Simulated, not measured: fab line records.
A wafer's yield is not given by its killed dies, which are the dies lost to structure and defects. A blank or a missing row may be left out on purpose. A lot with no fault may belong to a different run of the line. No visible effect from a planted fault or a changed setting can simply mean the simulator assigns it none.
Chamber matching + flow n5 finfet + N5_BEOL_M13_DESCUM_33 on rie diel-05 has 4 sister chambers
The step chemistry O2, time 7.9 s. 27 wafers are shown with their chamber, then 12 later ones without.

== WAFERS, EACH WITH ITS CHAMBER ==
| wafer  | chamber | drypump motor current A (A) | throttle valve pct (%) | showerhead plenum p Torr (Torr) |
|--------|---------|-----------------------------|------------------------|---------------------------------|
| L075.1 | 3       | 5.8                         | 20.64                  | 2.15                            |
| L075.4 | 1       | 5.3                         | 20.33                  | 2.14                            |
| L075.6 | 0       | 6.6                         | 20.25                  | 2.02                            |
| L076.4 | 1       | 5.3                         | 20.34                  | 2.14                            |
| L076.5 | 2       | 6.6                         | 20.66                  | 2.11                            |
| L076.6 | 3       | 5.8                         | 20.65                  | 2.14                            |
| L078.1 | 2       | 6.6                         | 20.65                  | 2.11                            |
| L078.2 | 0       | 6.6                         | 20.25                  | 2.02                            |
| L078.3 | 3       | 5.8                         | 20.65                  | 2.14                            |
| L079.2 | 2       | 6.6                         | 20.65                  | 2.10                            |
| L079.4 | 1       | 5.3                         | 20.35                  | 2.14                            |
| L079.5 | 0       | 6.6                         | 20.26                  | 2.02                            |
| L080.1 | 1       | 5.3                         | 20.37                  | 2.14                            |
| L080.4 | 3       | 5.8                         | 20.65                  | 2.14                            |
| L080.5 | 2       | 6.6                         | 20.67                  | 2.10                            |
| L084.1 | 3       | 5.9                         | 20.66                  | 2.14                            |
| L084.2 | 1       | 5.3                         | 20.36                  | 2.14                            |
| L084.5 | 3       | 5.8                         | 20.66                  | 2.14                            |
| L083.3 | 3       | 5.9                         | 20.67                  | 2.14                            |
| L083.5 | 2       | 6.6                         | 20.66                  | 2.10                            |
| L083.6 | 3       | 5.9                         | 20.68                  | 2.14                            |
| L088.2 | 0       | 6.6                         | 20.28                  | 2.01                            |
| L088.4 | 2       | 6.6                         | 20.68                  | 2.10                            |
| L088.6 | 3       | 5.8                         | 20.66                  | 2.14                            |
| L090.2 | 1       | 5.3                         | 20.36                  | 2.13                            |
| L090.3 | 3       | 5.8                         | 20.70                  | 2.14                            |
| L090.5 | 1       | 5.3                         | 20.36                  | 2.13                            |

SIGNATURES, as means of the wafers listed above
| reading                  | chamber 0 | chamber 1 | chamber 2 | chamber 3 | scatter within a chamber |
|--------------------------|-----------|-----------|-----------|-----------|--------------------------|
| drypump motor current A  | 6.600     | 5.300     | 6.600     | 5.830     | 0.0302                   |
| throttle valve pct       | 20.2600   | 20.3529   | 20.6617   | 20.6620   | 0.015                    |
| showerhead plenum p Torr | 2.0175    | 2.1371    | 2.1033    | 2.1410    | 0.00438                  |
Rule: a wafer's distance from a chamber is the root of the sum, over the readings, of the square of ((its reading less the chamber's mean) divided by the reading's scatter). The wafer belongs to the nearest chamber; if the next one is less than 2 further off, it can't be placed. How the scatter is found: for the shown wafers, subtract from each reading the mean of its chamber, square and add these, divide the total by (wafers less chambers), then take the root.

== WAFERS MISSING THEIR CHAMBER ==
| wafer  | drypump motor current A (A) | throttle valve pct (%) | showerhead plenum p Torr (Torr) |
|--------|-----------------------------|------------------------|---------------------------------|
| L092.2 | 6.6                         | 20.28                  | 2.01                            |
| L092.3 | 6.6                         | 20.69                  | 2.10                            |
| L092.5 | 5.3                         | 20.38                  | 2.13                            |
| L093.2 | 5.8                         | 20.70                  | 2.13                            |
| L093.5 | 6.6                         | 20.29                  | 2.01                            |
| L093.6 | 5.8                         | 20.69                  | 2.13                            |
| L094.2 | 5.8                         | 20.71                  | 2.13                            |
| L094.4 | 6.7                         | 20.69                  | 2.09                            |
| L094.5 | 5.8                         | 20.69                  | 2.13                            |
| L097.1 | 6.6                         | 20.29                  | 2.01                            |
| L097.3 | 6.6                         | 20.70                  | 2.09                            |
| L097.4 | 5.3                         | 20.39                  | 2.13                            |

== WHICH CHAMBER EACH WENT THROUGH ==
| wafer  | from the rows above | in truth |
|--------|---------------------|----------|
| L092.2 | 0                   | 0        |
| L092.3 | 2                   | 2        |
| L092.5 | 1                   | 1        |
| L093.2 | 3                   | 3        |
| L093.5 | 0                   | 0        |
| L093.6 | 3                   | 3        |
| L094.2 | 3                   | 3        |
| L094.4 | 2                   | 2        |
| L094.5 | 3                   | 3        |
| L097.1 | 0                   | 0        |
| L097.3 | 2                   | 2        |
| L097.4 | 1                   | 1        |
Placed correctly: 12 of 12. Not placeable from these rows: 0. Placed wrongly: 0.
